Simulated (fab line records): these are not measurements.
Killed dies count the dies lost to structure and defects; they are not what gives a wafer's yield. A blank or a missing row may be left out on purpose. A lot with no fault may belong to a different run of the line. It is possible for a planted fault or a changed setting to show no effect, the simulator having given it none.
Lot-split experiment :: flow n5 finfet :: 21 wafers read across 7 lots, on a route 1938 steps long

== ABOUT THE SPLIT ==
At N5_BEOL_M6_EXPOSE_08 (exposes mask M6), the setting dose mj was moved away from the recipe's 68.25 on 5 of the 21 wafers read, by -7.0% to -2.8%. This setting was run at the recipe's value on the other wafers.

== FROM THE SPLIT TO THE READING: what the file shows between them, 18 steps ==
- N5_BEOL_M6_PEB_09: peb time 60 s
- N5_BEOL_M6_DEVELOP_10: develop time 30 s
- N5_BEOL_M6_CD_MEAS_11: target cd 38.5 nm
- N5_BEOL_M6_DESCUM_16: chemistry O2, time 7.9 s
- N5_BEOL_M6_ETCH_61: etches SiARC in CF4, target depth 45.5 nm, time 75.8 s
- N5_BEOL_M6_ETCH_62: etches SOC in N2/H2, target depth 110 nm, overetch 22 nm, time 165 s
- N5_BEOL_M6_STRIP_68: strips in N2/H2
- N5_BEOL_M6_STRIP_67: strips in CF4
- N5_BEOL_M6_HM_OPEN_17: chemistry Cl2/BCl3, target TiN, target depth 20 nm, overetch 6 nm
- N5_BEOL_M6_STRIP_19: strips in O2
- N5_BEOL_M6_CD_MEAS_18: pitch 80 nm, target cd 40 nm
- N5_BEOL_M6_TRENCH_ETCH_37: etches SiCOH lowk in C4F6/O2, target depth 94.435 nm, time 31.5 s (also split here: bias w)
- N5_BEOL_M6_ETCH_41: etches SiCN in CH3F/O2, target depth 29.7 nm, time 52 s
- N5_BEOL_M6_STRIP_80: strips in N2/H2, time 10 s
- N5_BEOL_M6_HM_STRIP_39: strips TiN in peroxide tin strip, target depth 25 nm, time 158 s
- N5_BEOL_M6_SRD_40: time 30 s
- N5_BEOL_M6_PRECLEAN_42: cleans in residue remover, time 60 s
- N5_BEOL_M6_SRD_43: time 30 s

== THE READING ==
cd nm, in nm, at N5_BEOL_M6_CD_MEAS_35 (target cd 40 nm, target cd y 28 nm). A value of 40.1 nm with a standard deviation of 0.65 nm is what fault-free wafers of this fab line usually give.

wafer: L075.1
tool, chamber at the split: arfi scanner-02, 0
dose mj as run: 68.25
against the recipe: recipe
cd nm, nm: 40.7
against lot-mates on the recipe: -

wafer: L075.2
tool, chamber at the split: arfi scanner-02, 0
dose mj as run: 68.25
against the recipe: recipe
cd nm, nm: 39.4
against lot-mates on the recipe: -

wafer: L075.6
tool, chamber at the split: arfi scanner-02, 0
dose mj as run: 68.25
against the recipe: recipe
cd nm, nm: 40.5
against lot-mates on the recipe: -

wafer: L078.1
tool, chamber at the split: arfi scanner-01, 0
dose mj as run: 63.49
against the recipe: -7.0%
cd nm, nm: 37.2
against lot-mates on the recipe: -3.5

wafer: L078.3
tool, chamber at the split: arfi scanner-01, 0
dose mj as run: 63.49
against the recipe: -7.0%
cd nm, nm: 36.8
against lot-mates on the recipe: -3.9

wafer: L078.5
tool, chamber at the split: arfi scanner-01, 0
dose mj as run: 68.25
against the recipe: recipe
cd nm, nm: 40.7
against lot-mates on the recipe: -

wafer: L079.1
tool, chamber at the split: arfi scanner-02, 0
dose mj as run: 68.25
against the recipe: recipe
cd nm, nm: 40.8
against lot-mates on the recipe: -

wafer: L079.3
tool, chamber at the split: arfi scanner-02, 0
dose mj as run: 68.25
against the recipe: recipe
cd nm, nm: 40.9
against lot-mates on the recipe: -

wafer: L079.6
tool, chamber at the split: arfi scanner-02, 0
dose mj as run: 68.25
against the recipe: recipe
cd nm, nm: 40.0
against lot-mates on the recipe: -

wafer: L081.4
tool, chamber at the split: arfi scanner-02, 0
dose mj as run: 68.25
against the recipe: recipe
cd nm, nm: 40.4
against lot-mates on the recipe: -

wafer: L081.5
tool, chamber at the split: arfi scanner-02, 0
dose mj as run: 68.25
against the recipe: recipe
cd nm, nm: 39.1
against lot-mates on the recipe: -

wafer: L081.6
tool, chamber at the split: arfi scanner-02, 0
dose mj as run: 68.25
against the recipe: recipe
cd nm, nm: 39.7
against lot-mates on the recipe: -

wafer: L086.2
tool, chamber at the split: arfi scanner-01, 0
dose mj as run: 68.25
against the recipe: recipe
cd nm, nm: 39.7
against lot-mates on the recipe: -

wafer: L086.3
tool, chamber at the split: arfi scanner-01, 0
dose mj as run: 68.25
against the recipe: recipe
cd nm, nm: 39.4
against lot-mates on the recipe: -

wafer: L086.4
tool, chamber at the split: arfi scanner-01, 0
dose mj as run: 68.25
against the recipe: recipe
cd nm, nm: 40.0
against lot-mates on the recipe: -

wafer: L089.2
tool, chamber at the split: arfi scanner-02, 0
dose mj as run: 68.25
against the recipe: recipe
cd nm, nm: 40.0
against lot-mates on the recipe: -

wafer: L089.3
tool, chamber at the split: arfi scanner-02, 0
dose mj as run: 68.25
against the recipe: recipe
cd nm, nm: 39.1
against lot-mates on the recipe: -

wafer: L089.6
tool, chamber at the split: arfi scanner-02, 0
dose mj as run: 64.99
against the recipe: -4.8%
cd nm, nm: 37.7
against lot-mates on the recipe: -1.8

wafer: L090.1
tool, chamber at the split: arfi scanner-02, 0
dose mj as run: 68.25
against the recipe: recipe
cd nm, nm: 39.1
against lot-mates on the recipe: -

wafer: L090.4
tool, chamber at the split: arfi scanner-02, 0
dose mj as run: 66.34
against the recipe: -2.8%
cd nm, nm: 37.7
against lot-mates on the recipe: -1.4

wafer: L090.5
tool, chamber at the split: arfi scanner-02, 0
dose mj as run: 66.34
against the recipe: -2.8%
cd nm, nm: 38.1
against lot-mates on the recipe: -1.0

FIT RESULTS
A straight line over all 21 wafers: cd nm changes by +0.46 nm for each +1% of dose mj; r = +0.87; the points scatter about the line by 0.63 nm.
The same after taking each lot's own level away (the mean of its wafers on the recipe; 21 wafers): +0.499 nm for each +1%; r = +0.94; scatter 0.43 nm.
According to that fit, moving dose mj by its largest amount changes the reading by 3.5 nm.
The lots' own levels span 39.10 to 40.70 nm, that is 2.5 times the standard deviation above.
Hence the lot-to-lot level has little effect on the slope; both slopes agree.
Check: -3.43 nm against its lot-mates is what the line predicts for one of the wafers moved furthest among these (-7.0%) when that wafer is left out of the fit. Against them it came out at -3.5 nm.

== THE OTHER SPLITS THESE WAFERS WENT THROUGH ==
Before the reading, these wafers also passed through other splits. Each is held against what the fit with the lots' levels taken away leaves over:
other split on the same wafers: N5_BEOL_M3_TRENCH_ETCH_37 time s
wafers away from the commonest value: 10
r with cd nm (lot level and that fit taken away): -0.06

other split on the same wafers: N5_BEOL_M4_TRENCH_ETCH_37 source w
wafers away from the commonest value: 7
r with cd nm (lot level and that fit taken away): -0.27

other split on the same wafers: N5_BEOL_M6_PECVD_70 time s
wafers away from the commonest value: 8
r with cd nm (lot level and that fit taken away): -0.02

other split on the same wafers: N5_BEOL_M6_TRENCH_ETCH_37 bias w
wafers away from the commonest value: 5
r with cd nm (lot level and that fit taken away): +0.02

== THE WHOLE CHAIN: every reading that the file lists as answering this split, in the file's order ==
step: N5_BEOL_M6_CD_MEAS_11
what it does: target cd 38.5 nm
reading: cd nm
change (the file's fit): +0.495 nm for each +1% of the setting
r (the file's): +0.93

step: N5_BEOL_M6_ETCH_61
what it does: etches SiARC in CF4, target depth 45.5 nm, time 75.8 s
reading: BEOL_M6.cd offset nm (the simulator's own value, which no gauge read)
change (the file's fit): +0.434 nm for each +1% of the setting
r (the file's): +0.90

step: N5_BEOL_M6_HM_OPEN_17
what it does: chemistry Cl2/BCl3, target TiN, target depth 20 nm, overetch 6 nm
reading: BEOL_M6.cd offset nm (the simulator's own value, which no gauge read)
change (the file's fit): +0.47 nm for each +1% of the setting
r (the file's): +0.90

step: N5_BEOL_M6_CD_MEAS_18
what it does: pitch 80 nm, target cd 40 nm
reading: cd nm
change (the file's fit): +0.481 nm for each +1% of the setting
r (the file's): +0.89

step: N5_BEOL_M6_CD_MEAS_35
what it does: target cd 40 nm, target cd y 28 nm
reading: cd nm
change (the file's fit): +0.475 nm for each +1% of the setting
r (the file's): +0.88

== THE FILE'S OWN FIT ==
cd nm changes by +0.475 nm for each +1% of dose mj, r = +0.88.
